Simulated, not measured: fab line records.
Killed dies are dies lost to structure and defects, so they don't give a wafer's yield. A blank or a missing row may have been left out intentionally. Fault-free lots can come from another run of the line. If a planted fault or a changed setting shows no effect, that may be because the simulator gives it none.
The tool behind it: which one? :: flow nand harc :: 6 lots, 18 wafers sampled, at 4 steps of a route of 1302

WHAT EACH GAUGE READ, for each wafer
NHARC_THIN_TSV_CD_MEAS_37.
lot: L356
measured: day 25 18:22
on: cd sem-02
cd nm (nm): 4998.6 4998.5 4994.8

lot: L360
measured: day 28 15:17
on: cd sem-03
cd nm (nm): 4998.2 5002.7 4997.9

lot: L359
measured: day 29 10:41
on: cd sem-03
cd nm (nm): 5000.0 5001.7 5001.7

lot: L367
measured: day 30 20:49
on: cd sem-03
cd nm (nm): 5002.9 4998.2 5000.5

lot: L371
measured: day 32 00:02
on: cd sem-03
cd nm (nm): 5001.7 4995.5 4996.1

lot: L374
measured: day 33 15:08
on: cd sem-02
cd nm (nm): 5000.3 5004.0 5003.1

WHICH TOOL RAN EACH LOT (tool, then ch and the chambers of the sampled wafers, then the start)
lot: L356
NHARC_A_CHANNEL_FILL_D1_ALD_02: ald hk-04 ch 0,2,3, day 9 20:59
NHARC_THIN_TSV_ETCHBACK_48: rie diel-08 ch 1,2, day 25 13:20
NHARC_THIN_TSV_DESCUM_35: rie diel-09 ch 0,3, day 25 17:06

lot: L360
NHARC_A_CHANNEL_FILL_D1_ALD_02: ald hk-04 ch 0,1,3, day 13 02:12
NHARC_THIN_TSV_ETCHBACK_48: rie diel-03 ch 1,2,3, day 28 10:11
NHARC_THIN_TSV_DESCUM_35: rie diel-08 ch 0,1,2, day 28 14:02

lot: L359
NHARC_A_CHANNEL_FILL_D1_ALD_02: ald hk-03 ch 1,2,3, day 13 14:56
NHARC_THIN_TSV_ETCHBACK_48: rie diel-03 ch 1,2, day 29 05:32
NHARC_THIN_TSV_DESCUM_35: rie diel-08 ch 1,2, day 29 09:25

lot: L367
NHARC_A_CHANNEL_FILL_D1_ALD_02: ald hk-04 ch 0,2,3, day 15 00:52
NHARC_THIN_TSV_ETCHBACK_48: rie diel-09 ch 0,1,2, day 30 15:32
NHARC_THIN_TSV_DESCUM_35: rie diel-08 ch 1,2,3, day 30 19:29

lot: L371
NHARC_A_CHANNEL_FILL_D1_ALD_02: ald hk-03 ch 2,3, day 16 13:56
NHARC_THIN_TSV_ETCHBACK_48: rie diel-09 ch 0,1,2, day 31 18:53
NHARC_THIN_TSV_DESCUM_35: rie diel-03 ch 0,1, day 31 22:46

lot: L374
NHARC_A_CHANNEL_FILL_D1_ALD_02: ald hk-04 ch 0,2, day 18 02:05
NHARC_THIN_TSV_ETCHBACK_48: rie diel-09 ch 0,2,3, day 33 10:00
NHARC_THIN_TSV_DESCUM_35: rie diel-03 ch 0,1, day 33 13:47
- NHARC_A_CHANNEL_FILL_D1_ALD_02: deposits SiO2, target thk 6 nm, pulse time 10 s, ald cycles 60.
- NHARC_THIN_TSV_ETCHBACK_48: etches the open film in C4F8/Ar, target depth 1028.5 nm, time 405.17 s.
- NHARC_THIN_TSV_DESCUM_35: chemistry O2, time 3 s.

THE ANSWER, worked out from the rows above alone
Rule: what is usual is taken from the lots themselves. Put in order of their means at a reading, lots are off if they are a third of the lots or fewer, leave a main group of 4 or more, and stand apart from it by a gap of 3 or more times the standard deviation of the main group's means; of several such gaps the widest counts. If all means in a main group match to the digits the tables above print for the reading, that group is not used. A lot without any number at a reading at which 4 lots or more have one is off too. Where the step has rows for the other lots, those lots are counted as sound.
None of the lots is off at any reading shown; this tells nothing.

WHAT HAD BEEN PUT IN BY THE SIMULATOR
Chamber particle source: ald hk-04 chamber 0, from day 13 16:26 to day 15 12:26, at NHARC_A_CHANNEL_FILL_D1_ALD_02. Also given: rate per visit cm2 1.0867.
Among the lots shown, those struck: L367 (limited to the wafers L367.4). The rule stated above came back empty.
